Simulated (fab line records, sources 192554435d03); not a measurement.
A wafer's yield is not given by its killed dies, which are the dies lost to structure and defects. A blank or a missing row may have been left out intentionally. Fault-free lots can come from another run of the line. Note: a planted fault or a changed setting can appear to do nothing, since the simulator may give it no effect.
The same fault as seen by 2 desks / flow n5 finfet / numbers are kept per desk, each desk with only its own; the story behind them comes last

== FROM THE METROLOGY DESK ==
Lot by lot, what the gauges showed, no matter which tool ran the lot: averages of those sampled wafers that carry a number. Any lot whose mean is over 4 standard deviations away from the usual mean is out of limits and marked OUT; that distance is given in the brackets. Only the readings that lie furthest out on some lot appear, 7 of the 10 it has.
Columns: A = DIBL_N at N5_BEOL_M4_RC_MEAS_101, usual 36.5 mV/V; B = DIBL_P at N5_BEOL_M4_RC_MEAS_101, usual 36.6 mV/V; C = IOFF_P at N5_BEOL_M4_RC_MEAS_101, usual 0.217 nA/um; D = ION_P at N5_BEOL_M4_RC_MEAS_101, usual 464 uA/um; E = SS_P at N5_BEOL_M4_RC_MEAS_101, usual 73.4 mV/dec; F = VT_N at N5_BEOL_M4_RC_MEAS_101, usual 250.0 mV; G = VT_P at N5_BEOL_M4_RC_MEAS_101, usual -250 mV
lot=L790; first seen here=day 8 06:04; A=35.0; B=36.3; C=0.201; D=463; E=72.9; F=250.4; G=-250
lot=L791; first seen here=day 8 17:36; A=36.4; B=36.6; C=0.206; D=463; E=73.4; F=249.8; G=-250
lot=L793; first seen here=day 9 03:20; A=36.7; B=36.7; C=0.250; D=472; E=73.2; F=246.6; G=-246
lot=L798; first seen here=day 10 18:02; A=36.9; B=34.8; C=0.205; D=465; E=73.0; F=249.7; G=-250
lot=L801; first seen here=day 11 04:09; A=36.5; B=36.0; C=0.220; D=467; E=72.8; F=250.2; G=-248
lot=L804; first seen here=day 11 23:23; A=37.4; B=37.8; C=0.243; D=470; E=73.7; F=248.1; G=-248
lot=L807; first seen here=day 12 14:25; A=36.2; B=38.2; C=0.217; D=461; E=73.8; F=250.2; G=-252
lot=L811; first seen here=day 13 13:08; A=36.2; B=38.6; C=0.215; D=458; E=73.8; F=249.5; G=-249
Result from this desk: across the 8 lots, nothing is out of limits.

== THE TOOL OWNER'S DESK: rie si-01 ==
The tool's own readings at N5_FIN_CUT_CUT_ETCH_15 (etches Si in HBr/Cl2/O2, target depth 100 nm, bt time 10 s, time 42.4 s): means of the sampled wafers that have a number, for each lot that ran on this tool. Any lot whose mean is over 4 standard deviations away from the usual mean is out of limits and marked OUT; that distance is given in the brackets.
Columns: A = drypump motor current A at N5_FIN_CUT_CUT_ETCH_15, usual 5.7 A; B = oes product au at N5_FIN_CUT_CUT_ETCH_15, usual 1.005 a.u.; C = throttle valve pct at N5_FIN_CUT_CUT_ETCH_15, usual 37.03 %
lot=L791; first seen here=day 2 16:11; A=5.7; B=1.011; C=36.90
lot=L793; first seen here=day 3 03:49; A=5.7; B=1.014; C=37.14
lot=L798; first seen here=day 4 14:43; A=5.8; B=1.013; C=36.90
lot=L801; first seen here=day 5 05:20; A=5.7; B=1.007; C=36.94
Result from this desk: across the 4 lots, nothing is out of limits.

== PUT TOGETHER ==
Nothing out of limits was seen by the metrology desk.
Nothing out of limits was seen by the tool owner's desk.

== WHAT THE SIMULATOR PUT IN ==
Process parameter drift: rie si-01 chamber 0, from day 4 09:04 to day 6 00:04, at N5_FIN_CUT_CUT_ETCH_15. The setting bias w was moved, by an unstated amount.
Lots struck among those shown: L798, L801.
